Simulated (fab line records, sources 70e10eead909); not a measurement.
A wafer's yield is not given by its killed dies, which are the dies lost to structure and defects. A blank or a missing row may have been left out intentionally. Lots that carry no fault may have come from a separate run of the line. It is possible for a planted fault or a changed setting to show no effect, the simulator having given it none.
fab line records -- flow nand-harc -- part 2 of 2: steps 23 to 33 of 33
[record] lots = 5, wafers = 15, last-day = 31
route steps=1302 shown P_ZERO_WELL@29
lots with no fault: from the same line, run without faults
start-h: the number of hours between the record's first day and the start of the first shown wafer of the lot -- wait-h: time in hours since the lot's previous step -- " identical to the entry in the row above -- L1.1+2: a row that stands for several wafers -- - no value present, or no start provided -- * or withheld: withheld -- < > ~ a bound
route shown NAME@n: NAME is a module with steps in the file, n the number in the route of the first one -- usual: mean/standard deviation taken from wafers without a fault -- same: alike in all rows -- chamber/n: place in a boat -- sites: readings site by site -- _std_site: their standard deviation -- _edge_site: inner sites' mean taken away from outer sites' mean -- radius-mm: for every site, how far away it sits from the centre of the wafer -- mask NAME#n: copy n -- behind: tool/chamber where the wafer was last shaped -- hold: the reason the lot was held/the length of the hold in hours/how it ended -- device: names the non-switching transistor (n, p or np) -- end of line: at the end of the route, the tests of the same wafers -- a step given without rows: its recipe and nothing more -- killed: not the wafer's yield, but the dies lost to structure and defects at the first sort -- map: shows each die of a wafer: x if killed, . if not, _ if none is there
set.NAME: the setting the step ran with; set.NAME@STEP: the setting that earlier step ran with -- model.NAME: the simulator's own value behind a step, which no gauge read
lots at selected steps of the route; one table per step, one row per wafer
services: when a tool's chamber went out of use (start-h, in hours from the record's first day, below 0 if earlier), for how many hours, and the reason
[[steps]]
[step NHARC_P_ZERO_WELL_DEHYDRATE_44]
[recipe] temp-c = 150, time-s = 120
[usual] exhaust-pa = 45.2/0.87
lot.wafer,tool,chamber,start-h,wait-h,exhaust-pa
L075.2,litho-track-02,0,35.57,-,47.5
L075.5,litho-track-02,0,35.57,-,45.9
L075.6,litho-track-02,0,35.57,-,46.1
L077.3,litho-track-03,0,55.34,-,44.3
L077.5,litho-track-03,0,55.34,-,44.2
L077.6,litho-track-03,0,55.34,-,43.6
L082.3,litho-track-02,0,105.41,-,45.5
L082.5,litho-track-02,0,105.41,-,45.0
L082.6,litho-track-02,0,105.41,-,45.7
L088.2,litho-track-02,0,165.42,-,44.9
L088.5,litho-track-02,0,165.42,-,44.7
L088.6,litho-track-02,0,165.42,-,43.8
L094.1,litho-track-03,0,225.60,-,46.6
L094.3,litho-track-03,0,225.60,-,47.0
L094.4,litho-track-03,0,225.60,-,46.2
[step NHARC_P_ZERO_WELL_HMDS_45]
[recipe] time-s = 30
[usual] exhaust-pa = 45.2/0.93
lot.wafer,tool,chamber,start-h,wait-h,exhaust-pa
L075.2,litho-track-02,0,-,-,46.0
L075.5,litho-track-02,0,-,-,45.2
L075.6,litho-track-02,0,-,-,46.2
L077.3,litho-track-03,0,-,-,44.8
L077.5,litho-track-03,0,-,-,44.5
L077.6,litho-track-03,0,-,-,44.2
L082.3,litho-track-02,0,-,-,45.9
L082.5,litho-track-02,0,-,-,45.2
L082.6,litho-track-02,0,-,-,45.7
L088.2,litho-track-02,0,-,-,45.1
L088.5,litho-track-02,0,-,-,46.3
L088.6,litho-track-02,0,-,-,45.4
L094.1,litho-track-03,0,-,-,45.7
L094.3,litho-track-03,0,-,-,45.2
L094.4,litho-track-03,0,-,-,44.9
[step NHARC_P_ZERO_WELL_COAT_46]
[recipe] spin-rpm = withheld
[usual] exhaust-pa = 45.1/0.84
lot.wafer,tool,chamber,start-h,wait-h,exhaust-pa
L075.2,litho-track-02,0,-,-,46.2
L075.5,litho-track-02,0,-,-,45.2
L075.6,litho-track-02,0,-,-,45.4
L077.3,litho-track-03,0,-,-,44.9
L077.5,litho-track-03,0,-,-,45.8
L077.6,litho-track-03,0,-,-,44.7
L082.3,litho-track-02,0,-,-,42.9
L082.5,litho-track-02,0,-,-,44.3
L082.6,litho-track-02,0,-,-,44.5
L088.2,litho-track-02,0,-,-,45.5
L088.5,litho-track-02,0,-,-,45.9
L088.6,litho-track-02,0,-,-,45.5
L094.1,litho-track-03,0,-,-,45.2
L094.3,litho-track-03,0,-,-,46.0
L094.4,litho-track-03,0,-,-,44.7
[step NHARC_P_ZERO_WELL_SOFTBAKE_47]
[recipe] temp-c = 122, time-s = 95
[usual] exhaust-pa = 45.2/0.89
lot.wafer,tool,chamber,start-h,wait-h,exhaust-pa
L075.2,litho-track-02,0,-,-,45.5
L075.5,litho-track-02,0,-,-,44.4
L075.6,litho-track-02,0,-,-,44.9
L077.3,litho-track-03,0,-,-,42.3
L077.5,litho-track-03,0,-,-,45.1
L077.6,litho-track-03,0,-,-,44.5
L082.3,litho-track-02,0,-,-,43.7
L082.5,litho-track-02,0,-,-,44.6
L082.6,litho-track-02,0,-,-,45.7
L088.2,litho-track-02,0,-,-,44.8
L088.5,litho-track-02,0,-,-,45.2
L088.6,litho-track-02,0,-,-,45.6
L094.1,litho-track-03,0,-,-,44.5
L094.3,litho-track-03,0,-,-,44.7
L094.4,litho-track-03,0,-,-,44.9
[step NHARC_P_ZERO_WELL_EBR_48]
[usual] exhaust-pa = 45.0/0.96
lot.wafer,tool,chamber,start-h,wait-h,exhaust-pa
L075.2,litho-track-02,0,-,-,45.2
L075.5,litho-track-02,0,-,-,45.1
L075.6,litho-track-02,0,-,-,46.7
L077.3,litho-track-03,0,-,-,45.0
L077.5,litho-track-03,0,-,-,44.2
L077.6,litho-track-03,0,-,-,46.4
L082.3,litho-track-02,0,-,-,44.5
L082.5,litho-track-02,0,-,-,44.3
L082.6,litho-track-02,0,-,-,44.6
L088.2,litho-track-02,0,-,-,43.4
L088.5,litho-track-02,0,-,-,44.8
L088.6,litho-track-02,0,-,-,44.2
L094.1,litho-track-03,0,-,-,46.2
L094.3,litho-track-03,0,-,-,46.0
L094.4,litho-track-03,0,-,-,44.8
[step NHARC_P_ZERO_WELL_EXPOSE_49]
[recipe] na = 0.6, target-cd-nm = 2000, dose-mj = 22.64, mask-id = P_HVPW
[usual] focus-offset-nm = 0.1/0.5
lot.wafer,tool,chamber,start-h,wait-h,mask,focus-offset-nm
L075.2,krf-scanner-03,0,35.84,-,P_HVPW#0,-0.2
L075.5,krf-scanner-03,0,35.84,-,P_HVPW#0,-0.4
L075.6,krf-scanner-03,0,35.84,-,P_HVPW#0,0.5
L077.3,krf-scanner-04,0,55.62,-,P_HVPW#0,0.5
L077.5,krf-scanner-04,0,55.62,-,P_HVPW#0,-0.3
L077.6,krf-scanner-04,0,55.62,-,P_HVPW#0,0.1
L082.3,krf-scanner-04,0,105.69,-,P_HVPW#0,0.2
L082.5,krf-scanner-04,0,105.69,-,P_HVPW#0,-0.5
L082.6,krf-scanner-04,0,105.69,-,P_HVPW#0,0.2
L088.2,krf-scanner-03,0,165.70,-,P_HVPW#0,0.0
L088.5,krf-scanner-03,0,165.70,-,P_HVPW#0,-0.5
L088.6,krf-scanner-03,0,165.70,-,P_HVPW#0,-0.8
L094.1,krf-scanner-01,0,225.87,-,P_HVPW#0,0.2
L094.3,krf-scanner-01,0,225.87,-,P_HVPW#0,0.5
L094.4,krf-scanner-01,0,225.87,-,P_HVPW#0,-0.6
[step NHARC_P_ZERO_WELL_PEB_50]
[recipe] peb-temp-c = 118, peb-time-s = 85
[usual] exhaust-pa = 45.2/0.94
[same] peb-time-s = 85
lot.wafer,tool,chamber,start-h,wait-h,exhaust-pa
L075.2,litho-track-03,0,35.90,0.1,46.1
L075.5,litho-track-03,0,35.90,0.1,46.0
L075.6,litho-track-03,0,35.90,0.1,46.0
L077.3,litho-track-03,0,55.68,0.1,44.2
L077.5,litho-track-03,0,55.68,0.1,45.3
L077.6,litho-track-03,0,55.68,0.1,45.6
L082.3,litho-track-07,0,105.74,0.1,43.7
L082.5,litho-track-07,0,105.74,0.1,43.9
L082.6,litho-track-07,0,105.74,0.1,45.5
L088.2,litho-track-03,0,165.76,0.1,45.9
L088.5,litho-track-03,0,165.76,0.1,45.9
L088.6,litho-track-03,0,165.76,0.1,46.1
L094.1,litho-track-03,0,225.94,0.1,44.8
L094.3,litho-track-03,0,225.94,0.1,45.8
L094.4,litho-track-03,0,225.94,0.1,43.5
[step NHARC_P_ZERO_WELL_DEVELOP_51]
[recipe] time-s = 70
[usual] exhaust-pa = 45.2/0.84
lot.wafer,tool,chamber,start-h,wait-h,exhaust-pa
L075.2,litho-track-03,0,-,-,44.0
L075.5,litho-track-03,0,-,-,44.6
L075.6,litho-track-03,0,-,-,44.0
L077.3,litho-track-03,0,-,-,46.4
L077.5,litho-track-03,0,-,-,45.3
L077.6,litho-track-03,0,-,-,45.3
L082.3,litho-track-07,0,-,-,45.2
L082.5,litho-track-07,0,-,-,45.0
L082.6,litho-track-07,0,-,-,46.1
L088.2,litho-track-03,0,-,-,45.4
L088.5,litho-track-03,0,-,-,46.3
L088.6,litho-track-03,0,-,-,46.6
L094.1,litho-track-03,0,-,-,46.2
L094.3,litho-track-03,0,-,-,45.1
L094.4,litho-track-03,0,-,-,45.5
[step NHARC_P_ZERO_WELL_CD_MEAS_52]
[recipe] target-cd-nm = 2000, landing-energy-ev = 500
[usual] cd-nm = 2001.4/1.9
lot.wafer,tool,chamber,start-h,wait-h,cd-nm
L075.2,cd-sem-02,0,36.00,-,2001.0
L075.5,cd-sem-02,0,36.00,-,2003.2
L075.6,cd-sem-02,0,36.00,-,1999.2
L077.3,cd-sem-03,0,55.77,-,1997.9
L077.5,cd-sem-03,0,55.77,-,1999.8
L077.6,cd-sem-03,0,55.77,-,2000.1
L082.3,cd-sem-02,0,105.84,-,2000.4
L082.5,cd-sem-02,0,105.84,-,2003.2
L082.6,cd-sem-02,0,105.84,-,2002.9
L088.2,cd-sem-03,0,165.85,-,2005.2
L088.5,cd-sem-03,0,165.85,-,2001.0
L088.6,cd-sem-03,0,165.85,-,2001.3
L094.1,cd-sem-02,0,226.03,-,2001.8
L094.3,cd-sem-02,0,226.03,-,2000.4
L094.4,cd-sem-02,0,226.03,-,2000.6
[step NHARC_P_ZERO_WELL_HARDBAKE_53]
[recipe] temp-c = 125, time-s = 80
[usual] exhaust-pa = 44.9/0.88
lot.wafer,tool,chamber,start-h,wait-h,exhaust-pa
L075.2,litho-track-07,0,36.08,-,43.5
L075.5,litho-track-07,0,36.08,-,45.2
L075.6,litho-track-07,0,36.08,-,45.6
L077.3,litho-track-03,0,55.85,-,46.1
L077.5,litho-track-03,0,55.85,-,44.4
L077.6,litho-track-03,0,55.85,-,45.2
L082.3,litho-track-02,0,105.92,-,45.5
L082.5,litho-track-02,0,105.92,-,46.4
L082.6,litho-track-02,0,105.92,-,45.6
L088.2,litho-track-07,0,165.93,-,45.6
L088.5,litho-track-07,0,165.93,-,45.6
L088.6,litho-track-07,0,165.93,-,44.9
L094.1,litho-track-03,0,226.11,-,44.5
L094.3,litho-track-03,0,226.11,-,44.6
L094.4,litho-track-03,0,226.11,-,44.8
[step NHARC_P_ZERO_WELL_DESCUM_54]
[recipe] time-s = 3, o2-flow-sccm = 200, ar-flow-sccm = 0, bias-power-w = 0, chemistry = O2
[usual] drypump-motor-current-A = 5.7/0.38, oes-product-au = 0.999/0.01, rf-vpp-V = 57.9/1, showerhead-plenum-p-Torr = 1.95/0.1, throttle-valve-pct = 11.310/0.0091
lot.wafer,tool,chamber,start-h,wait-h,drypump-motor-current-A,oes-product-au,rf-hours-counter-h,rf-vpp-V,showerhead-plenum-p-Torr,throttle-valve-pct
L075.2,rie-diel-02,3,36.16,-,5.2,0.975,57,56.4,1.76,11.322
L075.6,rie-diel-02,3,36.16,-,5.2,0.982,-,57.8,1.76,11.309
L075.5,rie-diel-02,0,36.16,-,5.6,0.992,-,56.9,1.84,11.316
L077.3,rie-diel-02,2,55.97,-,6.0,0.996,2,58.1,1.85,11.299
L077.6,rie-diel-02,3,55.97,-,5.3,0.986,-,57.9,2.08,11.303
L077.5,rie-diel-02,0,55.97,-,5.6,0.999,-,58.5,1.84,11.309
L082.3,rie-diel-02,3,106.05,-,5.3,0.997,23,57.9,2.07,11.312
L082.6,rie-diel-02,0,106.05,-,5.6,1.002,-,56.0,1.83,11.307
L082.5,rie-diel-02,3,106.05,-,5.3,0.990,-,58.9,2.07,11.300
L088.2,rie-diel-02,0,166.05,-,5.6,0.993,38,57.6,1.82,11.313
L088.5,rie-diel-02,1,166.05,-,5.3,0.997,-,56.9,1.99,11.316
L088.6,rie-diel-02,2,166.05,-,5.9,0.999,-,57.4,1.84,11.323
L094.4,rie-diel-01,0,226.19,-,6.2,1.012,5,57.3,1.85,11.295
L094.1,rie-diel-01,1,226.19,-,5.7,1.016,7,58.1,1.95,11.307
L094.3,rie-diel-01,3,226.19,-,5.1,0.981,5,56.9,1.98,11.322
[[services]]
tool,chamber,start-h,hours,kind
krf-scanner-04,-,10.00,4.0,pm
rie-diel-13,-,34.32,0.9,repair
rie-diel-02,-,39.72,9.0,pm
implanter-02,-,41.54,3.7,repair
krf-scanner-03,-,52.00,4.0,pm
litho-track-02,-,52.00,7.0,pm
rie-diel-02,1,64.84,17.7,repair
litho-track-07,-,76.00,7.0,pm
rie-diel-13,2,76.87,8.1,repair
krf-scanner-04,-,86.66,3.9,repair
rie-diel-13,1,96.56,13.6,repair
rie-diel-02,1,97.13,10.4,repair
litho-track-03,-,100.00,7.0,pm
rie-diel-13,3,111.55,14.8,repair
rie-diel-02,1,139.29,3.9,repair
implanter-02,-,146.00,13.0,pm
rie-diel-13,2,151.45,7.7,repair
krf-scanner-03,-,153.05,0.1,repair
rie-diel-13,-,165.01,9.0,pm
wet-bench-09,-,176.80,8.0,pm
rie-diel-02,0,191.14,11.7,repair
rie-diel-13,1,201.50,13.2,repair
rie-diel-02,-,216.72,9.0,pm
krf-scanner-03,-,224.00,4.0,pm
